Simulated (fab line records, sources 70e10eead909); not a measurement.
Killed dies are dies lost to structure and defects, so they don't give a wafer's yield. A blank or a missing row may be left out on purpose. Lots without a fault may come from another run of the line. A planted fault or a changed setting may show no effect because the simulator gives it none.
Chamber matching | flow nand_harc | NHARC_P_M1_DESCUM_14 on rie_diel-03: 4 sister chambers
The step chemistry O2, time 3 s. 4 wafers are shown with their chamber, then 10 later ones without.

WAFERS WITH THEIR CHAMBER
wafer  | chamber | oes_product_au (a.u.)
L077.2 | 3       | 1.007
L083.2 | 1       | 1.000
L087.1 | 0       | 1.008
L087.3 | 2       | 1.001

WAFERS WITHOUT THEIR CHAMBER
wafer  | oes_product_au (a.u.)
L087.4 | 0.994
L088.1 | 1.002
L088.3 | 1.008
L088.4 | 1.012
L094.1 | 1.008
L094.2 | 1.007
L094.5 | 1.005
L097.1 | 1.029
L097.3 | 1.014
L097.6 | 1.030

WHICH CHAMBER EACH WENT THROUGH
wafer  | from the rows above               | in truth
L087.4 | can't be placed: 1 or 2 or 3 or 0 | 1
L088.1 | can't be placed: 2 or 1 or 3 or 0 | 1
L088.3 | can't be placed: 0 or 3 or 2 or 1 | 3
L088.4 | can't be placed: 0 or 3 or 2 or 1 | 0
L094.1 | can't be placed: 0 or 3 or 2 or 1 | 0
L094.2 | can't be placed: 3 or 0 or 2 or 1 | 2
L094.5 | can't be placed: 3 or 0 or 2 or 1 | 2
L097.1 | can't be placed: 0 or 3 or 2 or 1 | 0
L097.3 | can't be placed: 0 or 3 or 2 or 1 | 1
L097.6 | can't be placed: 0 or 3 or 2 or 1 | 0
Placed correctly: 0 of 10. Can't be placed from these rows: 10 (the true chamber is among the candidates in 10). Placed wrongly: 0.
How it was worked out, from the rows above alone: a wafer's distance from a chamber is the root of the sum, over the readings, of the square of ((its reading less the chamber's mean) divided by the reading's scatter). The wafer belongs to the nearest chamber; if the next one is less than 2 further off, it can't be placed. A chamber's mean is the mean of its shown wafers. The scatter: with one shown wafer a chamber, the root of the mean of the squares of how far each hidden wafer lies from its nearest shown one.
